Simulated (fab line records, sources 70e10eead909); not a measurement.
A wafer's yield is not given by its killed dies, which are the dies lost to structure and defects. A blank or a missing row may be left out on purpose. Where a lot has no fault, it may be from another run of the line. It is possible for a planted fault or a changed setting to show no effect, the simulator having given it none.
Chamber matching | flow nandHarc | rieDiel-09 running NHARC_A_CHANNEL_HOLE_D1_ETCH_44: 4 sister chambers
The step etches the open film in CF4/O2, target depth 140 nm, overetch 14 nm, time 77 s. 4 wafers are shown with their chamber, then 8 later ones without.

## WAFERS PAIRED WITH THEIR CHAMBERS
wafer  | chamber | drypumpMotorCurrentA (A)
L076.5 | 0       | 5.51
L085.4 | 2       | 6.07
L085.6 | 1       | 5.75
L091.1 | 3       | 5.81

## WAFERS WITH NO CHAMBER GIVEN
wafer  | drypumpMotorCurrentA (A)
L091.2 | 6.08
L091.3 | 5.73
L095.3 | 6.08
L095.4 | 5.76
L095.5 | 6.08
L097.3 | 5.80
L097.4 | 5.72
L097.6 | 5.51

## EACH ONE'S CHAMBER
wafer  | from the rows above | in truth
L091.2 | 2                   | 2
L091.3 | 1                   | 1
L095.3 | 2                   | 2
L095.4 | 1                   | 1
L095.5 | 2                   | 2
L097.3 | 3                   | 3
L097.4 | 1                   | 1
L097.6 | 0                   | 0
Correctly placed: 8 of 8. Number that these rows cannot place: 0. Wrongly placed: 0.
How it was worked out, from the rows above alone: a wafer's distance from a chamber is the root of the sum, over the readings, of the square of ((its reading less the chamber's mean) divided by the reading's scatter). If the next closest chamber is less than 2 further off than the closest, the wafer can't be placed; otherwise it belongs to the closest. A chamber's mean is the mean of its shown wafers. The scatter: root of mean squared gap, hidden wafer to nearest shown wafer, with one shown wafer a chamber.
